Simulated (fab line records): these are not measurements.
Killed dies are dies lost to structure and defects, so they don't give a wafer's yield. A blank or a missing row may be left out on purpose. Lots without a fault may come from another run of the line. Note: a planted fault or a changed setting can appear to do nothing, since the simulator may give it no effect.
Code-filled problem report in 8D (eight disciplines) form ; flow nand harc ; the parts of the form that need people (team, actions taken, sign-off) are left out

== 1. THE PROBLEM ==
Wafers without a fault read 0.997 a.u., standard deviation 0.014; oes product au at NHARC_THIN_TSV_ETCH_36 reads a mean of 0.847 a.u. on 3 wafers belonging to 2 lots. That is -11 standard deviations from the usual mean.
The step: etches the open film in Cl2/BCl3, target depth 65 nm, time 18.571 s.
First observed at day 28 10:08: wafer L810.1, on rie metal-01. The record has a number at this step for 42 wafers belonging to 14 lots. Rule for "out", or "out of limits": more than 4 standard deviations from the usual mean. All remaining wafers that have a number are taken as sound.

== 2. WHAT IT IS, WHAT IT ISN'T ==
question;is;is not
which readings at this step;oes product au;drypump motor current A
which lots;L809, L810;L800, L801, L802, L803, L815, L817, L818, L819, L820, L821, L822, L823
which wafers of those lots;L809.1, L810.1, L810.6;L809.4, L809.6, L810.2
read on which tools;rie metal-01;rie metal-02, rie metal-03
when;from day 28 10:08;"up to then (13 sound wafers); but 26 sound wafers of L809, L815, L817, L818, L819, L820, L821, L822, L823 came after"

== 3. SUSPECTS, AND WHAT RULES EACH OUT ==
Counting: if a tool at a process step up to the reading ran every lot that is out, it stays a suspect. Sound lots after the first of them don't rule it out here, since some wafers of a struck lot are sound.
- plasma asher-02 at NHARC_THIN_TSV_STRIP_62 (strips in N2/H2, time 20 s): kept. It ran every lot that is out, first L810 (day 28 06:11); its last sound lot up to then is L802 (day 25 07:02).
- rie metal-01 at NHARC_THIN_TSV_ETCH_59 (etches the open film in Cl2/BCl3, target depth 880 nm, time 138.1 s): kept. It ran every lot that is out, first L810 (day 28 09:52); its last sound lot up to then is L803 (day 25 11:52).
- rie metal-01 at NHARC_THIN_TSV_ETCH_36 (etches the open film in Cl2/BCl3, target depth 65 nm, time 18.571 s): kept. It ran every lot that is out, first L810 (day 28 10:08); its last sound lot up to then is L803 (day 25 12:07). On those wafers its own readings are out: oes product au.
- Within rie metal-01 at NHARC_THIN_TSV_ETCH_36, the wafers that are out were processed in chamber 0 and their sound lot-mates in chamber 1.
Left after counting: plasma asher-02 at NHARC_THIN_TSV_STRIP_62, rie metal-01 at NHARC_THIN_TSV_ETCH_59, rie metal-01 at NHARC_THIN_TSV_ETCH_36.

== 4. THE CAUSE (what the simulator had put in) ==
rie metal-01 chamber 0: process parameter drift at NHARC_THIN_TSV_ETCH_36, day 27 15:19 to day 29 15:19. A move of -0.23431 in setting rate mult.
This tool is one of the 3 suspects left after counting.

== 5. SEQUENCE OF EFFECTS, ordered by route ==
Rows list readings where the struck wafers' mean (over those with a number) sits beyond 3 standard deviations from the usual. Scope: only readings with a usual standard deviation given in the record; hours: median across lots of the time from each lot's start at the first step in this table that gives one to its start at this step; sigmas: change in usual standard deviations.
hours;step;reading;usual;on struck wafers;change;sigmas
0;NHARC_THIN_TSV_ETCH_36;oes product au;0.997 a.u.;0.847;-0.150;-11
Here are the process steps it includes:
- NHARC_THIN_TSV_ETCH_36: etches the open film in Cl2/BCl3, target depth 65 nm, time 18.571 s.
At these later measuring or inspecting steps, every struck wafer for which the step has a row has a number for every such reading, and none has moved that far: NHARC_THIN_TSV_CD_MEAS_37.

== 6. HOW IT WOULD HAVE BEEN CAUGHT EARLIER ==
First out-of-limits reading in this record: day 28 10:08, which is 19 hours after fault onset at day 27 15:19.
